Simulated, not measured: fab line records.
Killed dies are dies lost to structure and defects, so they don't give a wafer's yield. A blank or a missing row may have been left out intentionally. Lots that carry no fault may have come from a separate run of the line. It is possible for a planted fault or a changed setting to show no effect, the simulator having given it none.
2 desks looking at one fault | flow n5Finfet | only its own numbers are on each desk; what lay behind them is given at the end

== FROM THE METROLOGY DESK ==
Lot by lot, what the gauges showed, no matter which tool ran the lot: averages of those sampled wafers that carry a number. Any lot whose mean is over 4 standard deviations away from the usual mean is out of limits and marked OUT; that distance is given in the brackets. It has 12 readings; the 7 that lie furthest out on some lot are the ones shown.
Columns: A = cdNm at N5_BEOL_M0_SAQP_CD_MEAS_29, usual 15.02 nm; B = DIBL_N at N5_BEOL_M4_RC_MEAS_101, usual 36.0 mV/V; C = IOFF_P at N5_BEOL_M4_RC_MEAS_101, usual 0.21 nA/um; D = ION_P at N5_BEOL_M4_RC_MEAS_101, usual 464 uA/um; E = SS_N at N5_BEOL_M4_RC_MEAS_101, usual 71.5 mV/dec; F = VT_N at N5_BEOL_M4_RC_MEAS_101, usual 250 mV; G = VT_P at N5_BEOL_M4_RC_MEAS_101, usual -249 mV
lot  | first seen here | A     | B    | C    | D   | E    | F   | G
L813 | day 5 13:38     | 15.01 | 36.5 | 0.19 | 453 | 71.7 | 251 | -253
L814 | day 5 17:04     | 14.85 | 36.8 | 0.22 | 460 | 71.4 | 251 | -249
L817 | day 6 15:08     | 15.30 | 33.9 | 0.20 | 464 | 70.9 | 250 | -250
L820 | day 7 12:19     | 15.09 | 37.2 | 0.24 | 465 | 71.9 | 249 | -244
L823 | day 8 04:14     | 14.93 | 37.0 | 0.24 | 460 | 72.3 | 248 | -246
L825 | day 8 16:11     | 15.03 | 35.9 | 0.20 | 472 | 71.1 | 249 | -251
L829 | day 9 12:24     | 15.30 | 35.9 | 0.23 | 470 | 71.7 | 246 | -249
This desk's finding: nothing out of limits on any of the 7 lots.

== DESK OF THE TOOL OWNER: rieDiel-02 ==
The tool's own readings at N5_BEOL_M0_SAQP_ETCH_84 (etches SOC in N2/H2, target depth 100 nm, overetch 20 nm, time 150 s): means of the sampled wafers that have a number, for each lot that ran on this tool. Any lot whose mean is over 4 standard deviations away from the usual mean is out of limits and marked OUT; that distance is given in the brackets. Of its 8 readings 7 are shown: the one that was out of limits first, and those that lie furthest out on some lot.
Columns: A = biasW at N5_BEOL_M0_SAQP_ETCH_84, usual 150.0 W; B = drypumpMotorCurrentA at N5_BEOL_M0_SAQP_ETCH_84, usual 5.8 A; C = h2FlowSccm at N5_BEOL_M0_SAQP_ETCH_84, usual 200.1 sccm; D = rfVppV at N5_BEOL_M0_SAQP_ETCH_84, usual 523.6 V; E = runLengthS at N5_BEOL_M0_SAQP_ETCH_84, usual 173.4 s; F = showerheadPlenumPTorr at N5_BEOL_M0_SAQP_ETCH_84, usual 2.53 Torr; G = throttleValvePct at N5_BEOL_M0_SAQP_ETCH_84, usual 17.85 %
lot  | first seen here | A     | B   | C     | D     | E               | F    | G
L820 | day 7 10:48     | 150.1 | 5.9 | 200.0 | 524.4 | 173.5           | 2.52 | 17.76
L825 | day 8 14:20     | 150.2 | 5.5 | 199.6 | 521.8 | 173.2           | 2.49 | 17.83
L829 | day 9 10:12     | 150.1 | 5.6 | 200.5 | 525.0 | 140.2 (-83) OUT | 2.56 | 17.71
This desk's finding: out of limits on L829; first on L829, day 9 10:12 (runLengthS at N5_BEOL_M0_SAQP_ETCH_84). L820, L825: within limits.

== TAKEN TOGETHER ==
At day 9 10:12, on L829, the tool owner's desk was in a position to raise an alarm.
Nothing out of limits was seen by the metrology desk.
The metrology desk has L829 on record, within its limits.
Every lot named ran N5_BEOL_M0_SAQP_ETCH_84 on rieDiel-02.

== WHAT THE SIMULATOR HAD INSERTED ==
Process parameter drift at N5_BEOL_M0_SAQP_ETCH_84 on rieDiel-02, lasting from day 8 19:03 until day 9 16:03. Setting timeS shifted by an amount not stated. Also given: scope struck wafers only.
Lots struck among those shown: L829.
Hours from the fault's start to each desk's first reading out of limits: the tool owner's desk, 15.
